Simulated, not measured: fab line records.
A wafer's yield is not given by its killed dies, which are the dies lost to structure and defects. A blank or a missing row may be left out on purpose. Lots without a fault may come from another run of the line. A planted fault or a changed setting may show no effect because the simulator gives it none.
Matching of chambers	flow n5_finfet	3 sister chambers for N5_BEOL_M0_SAQP_ILD_DEP_01 on pecvd-01
The step deposits SiOC from DEMS/O2, target thk 45.419 nm, time 8.7 s. 14 wafers are shown with their chamber, then 7 later ones without.

## EACH WAFER AND ITS CHAMBER
wafer	chamber	heater_power_w (W)	throttle_valve_pct (%)	showerhead_plenum_p_Torr (Torr)
L539.2	2	712	12.0	5.683
L539.4	1	565	12.1	5.667
L539.6	2	720	12.0	5.688
L542.1	2	657	12.2	5.673
L542.5	0	437	11.4	5.675
L542.6	1	497	12.0	5.674
L543.1	2	728	11.9	5.680
L543.2	0	433	11.3	5.679
L543.3	1	540	12.2	5.660
L544.1	2	695	12.1	5.674
L544.3	0	448	11.3	5.699
L544.6	2	687	11.7	5.693
L547.2	0	409	11.6	5.677
L547.4	0	410	11.7	5.677

SIGNATURES (means of the wafers above)
reading	chamber 0	chamber 1	chamber 2	scatter within a chamber
heater_power_w	427.40	534.00	699.83	25.1
throttle_valve_pct	11.460	12.100	11.983	0.165
showerhead_plenum_p_Torr	5.68140	5.66700	5.68183	0.00853
Rule: a wafer lies at a distance from a chamber equal to the root of the sum of squares, over the readings, of (its reading less the chamber's mean, divided by the reading's scatter). The wafer belongs to the nearest chamber; if the next one is less than 2 further off, it can't be placed. The scatter: the root of (the sum of the squares of (reading less its chamber's mean) over the shown wafers, divided by (wafers less chambers)).

## WAFERS WHOSE CHAMBER IS MISSING
wafer	heater_power_w (W)	throttle_valve_pct (%)	showerhead_plenum_p_Torr (Torr)
L547.6	461	12.1	5.659
L557.1	455	11.1	5.682
L557.4	578	12.3	5.658
L557.6	716	12.5	5.684
L560.1	560	12.1	5.684
L560.4	590	12.3	5.667
L560.5	462	11.6	5.685

## CHAMBER TAKEN BY EACH
wafer	from the rows above	in truth
L547.6	can't be placed: 1 or 0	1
L557.1	0	0
L557.4	1	1
L557.6	2	2
L560.1	1	1
L560.4	1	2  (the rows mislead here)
L560.5	0	0
Correctly placed: 5 of 7. These rows do not allow placing 1 (true chamber among the candidates in 1). Placed wrongly: 1.
